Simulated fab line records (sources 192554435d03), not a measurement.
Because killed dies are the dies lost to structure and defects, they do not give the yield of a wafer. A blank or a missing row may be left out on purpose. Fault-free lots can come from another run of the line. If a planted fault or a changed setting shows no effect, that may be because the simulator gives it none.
Comparing a struck lot with a sound one || flow n5Finfet || 15 steps out of a route of 1938
Sound: wafers L264.1, L264.3, L264.5. Struck: wafer L275.1; the same lot's L275.3 was not struck, so it is left out; see the end for the cause.
At each step with rows: each side's tool, then ch and its chambers, then its first start. Under that, the readings that differ: sound wafers || struck wafers || difference of the means || sigmas: that difference in standard deviations of wafers without a fault.
alike: readings with means less than 2 such deviations apart, plus words and numbers identical on both sides. not compared: withheld readings, readings lacking a value on some wafer, bounds such as >300 that could conceal the same value, and numbers that have no deviation in the record and whose values overlap.
The two part at a step that has a row with sigmas, a row that says differs or no value, or rows on one side only. When numbers do not overlap yet have no deviation, they are printed without sigmas and do not part them. A reading missing from all wafers of one side parts the sides only when that side holds two or more wafers.

first, 8 steps without rows for these wafers: N5_BEOL_M2_COAT_62 (time 60 s, resist thk 12 nm); N5_BEOL_M2_COAT_73 (time 60 s, resist thk 5 nm); N5_BEOL_M2_COAT_05 (resist thk 30 nm); N5_BEOL_M2_EBR_07; N5_BEOL_M2_SOFTBAKE_06 (time 60 s); N5_BEOL_M2_EXPOSE_08 (exposes mask M2); N5_BEOL_M2_PEB_09 (peb time 60 s); N5_BEOL_M2_DEVELOP_10 (develop time 30 s).
N5_BEOL_M2_CD_MEAS_11: target cd 16.79 nm.
  sound on cdSem-02 ch 0, day 9 22:13; struck on cdSem-01 ch 0, day 12 09:19
  alike: cdNm
N5_BEOL_M2_OVL_MEAS_12:
  sound on overlay-02 ch 0, day 9 22:15; struck on overlay-01 ch 0, day 12 09:20
{"reading": "M2_OVL (nm)", "sound": "-0.8 -0.9 -0.7", "struck": 1.0, "difference": "+1.8", "sigmas": "+4"}
N5_BEOL_M2_INSPECT_13: inspects for defects (brightfield).
  sound: defectInspect-01 at day 9 22:19; struck: defectInspect-01 at day 12 09:24
  alike: rawDefectCount
N5_BEOL_M2_DESCUM_16: chemistry O2, time 7 s.
  sound on rieDiel-01 ch 0,1,2, day 9 22:20; struck on rieDiel-01 ch 1, day 12 09:32
  alike: drypumpMotorCurrentA, oesProductAu, rfVppV, showerheadPlenumPTorr, throttleValvePct
  not compared: rfHoursCounterH
N5_BEOL_M2_ETCH_74: etches underlayer in N2/H2, target depth 6.5 nm, time 5.2 s.
  sound on rieDiel-01 ch 0,1,2, day 9 22:23; struck on rieDiel-01 ch 1, day 12 09:34
{"reading": "etchRfOnTimeS (s)", "sound": "5.09 4.97 5.09", "struck": 3.66, "difference": -1.39, "sigmas": -14}
{"reading": "h2FlowSccm (sccm)", "sound": "200.7 201.0 200.8", "struck": 199.3, "difference": -1.5, "sigmas": -2}
  alike: drypumpMotorCurrentA, oesProductAu, rfVppV, showerheadPlenumPTorr, throttleValvePct
  not compared: rfHoursCounterH
N5_BEOL_M2_ETCH_63: etches SiARC in CF4, target depth 15.6 nm, time 26 s.
  sound on rieDiel-01 ch 0,1,2, day 9 22:23; struck on rieDiel-01 ch 1, day 12 09:35
  alike: drypumpMotorCurrentA, etchRfOnTimeS, oesProductAu, rfVppV, showerheadPlenumPTorr, throttleValvePct
  not compared: rfHoursCounterH
N5_BEOL_M4_RC_MEAS_101:
  sound on prober-02 ch 0, day 11 11:08; struck on prober-01 ch 0, day 14 01:37
  alike: DIBL_N, DIBL_P, IOFF_N, IOFF_P, ION_N, ION_P, SS_N, SS_P, VT_N, VT_P

## WHERE THEY PART
First at N5_BEOL_M2_OVL_MEAS_12; last, within this record, at N5_BEOL_M2_ETCH_74. Later steps at which nothing parts them and some readings are alike: N5_BEOL_M2_ETCH_63, N5_BEOL_M4_RC_MEAS_101.

WHY: what had been put in by the simulator
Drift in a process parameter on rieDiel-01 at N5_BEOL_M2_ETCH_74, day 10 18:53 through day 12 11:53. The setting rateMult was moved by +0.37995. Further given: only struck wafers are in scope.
